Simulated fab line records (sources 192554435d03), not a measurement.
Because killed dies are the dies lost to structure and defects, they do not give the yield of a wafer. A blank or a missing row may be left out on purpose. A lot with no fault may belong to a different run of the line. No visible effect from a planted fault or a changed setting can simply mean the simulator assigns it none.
Matching of chambers	flow n5Finfet	N5_MOL_CONTACT_COAG_CMP_23 on cmp-04: 4 sister chambers
The step polishes, stops on SiO2, t overpolish 1.5 s, target thk 0 nm. 18 wafers are shown with their chamber, then 9 later ones without.

## WAFERS PAIRED WITH THEIR CHAMBERS
wafer	chamber	motorCurrentA (A)	timeToEndpointS (s)	slurryFilterDpKPa (kPa)
L074.2	0	8.8	8.0	13.31
L074.5	2	7.6	8.4	13.63
L074.6	1	7.7	14.7	13.52
L075.1	0	8.6	5.8	13.49
L075.5	2	8.0	4.9	13.72
L075.6	3	8.5	6.9	13.23
L078.1	3	7.9	9.2	13.31
L078.2	1	7.5	14.9	13.38
L078.4	0	9.2	6.4	13.39
L082.1	2	7.2	8.5	13.61
L082.4	0	8.7	9.0	13.35
L082.5	0	8.8	6.9	13.47
L084.2	0	8.4	3.5	13.57
L084.3	2	7.5	5.5	13.73
L084.4	3	8.7	5.2	13.43
L083.2	3	8.6	7.4	13.36
L083.5	1	7.2	11.3	13.33
L083.6	0	8.2	6.0	13.40

SIGNATURES, as means of the wafers listed above
reading	chamber 0	chamber 1	chamber 2	chamber 3	scatter within a chamber
motorCurrentA	8.671	7.467	7.575	8.425	0.322
timeToEndpointS	6.514	13.633	6.825	7.175	1.8
slurryFilterDpKPa	13.4257	13.4100	13.6725	13.3325	0.0845
Rule: for a wafer and a chamber, the distance is found by dividing, reading by reading, the gap between the wafer's reading and the chamber's mean by the reading's scatter, squaring, summing and taking the root. The wafer belongs to the nearest chamber; if the next one is less than 2 further off, it can't be placed. The scatter: the root of (the sum of the squares of (reading less its chamber's mean) over the shown wafers, divided by (wafers less chambers)).

## WAFERS WHOSE CHAMBER IS MISSING
wafer	motorCurrentA (A)	timeToEndpointS (s)	slurryFilterDpKPa (kPa)
L087.1	8.5	6.4	13.45
L087.3	8.1	7.1	13.54
L087.4	8.0	7.9	13.51
L089.1	8.4	7.2	13.58
L089.2	7.8	7.3	13.64
L089.3	7.3	14.1	13.52
L094.1	7.8	7.3	13.41
L094.4	8.9	5.0	13.34
L094.6	8.5	6.3	13.59

## WHICH CHAMBER EACH WENT THROUGH
wafer	from the rows above	in truth
L087.1	can't be placed: 0 or 3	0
L087.3	can't be placed: 0 or 2 or 3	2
L087.4	can't be placed: 2 or 0 or 3 or 1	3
L089.1	can't be placed: 0 or 2 or 3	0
L089.2	2	2
L089.3	1	1
L094.1	can't be placed: 3 or 0 or 2 or 1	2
L094.4	can't be placed: 0 or 3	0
L094.6	can't be placed: 0 or 2 or 3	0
Correctly placed: 2 of 9. Can't be placed from these rows: 7 (the true chamber is among the candidates in 7). Wrongly placed: 0.
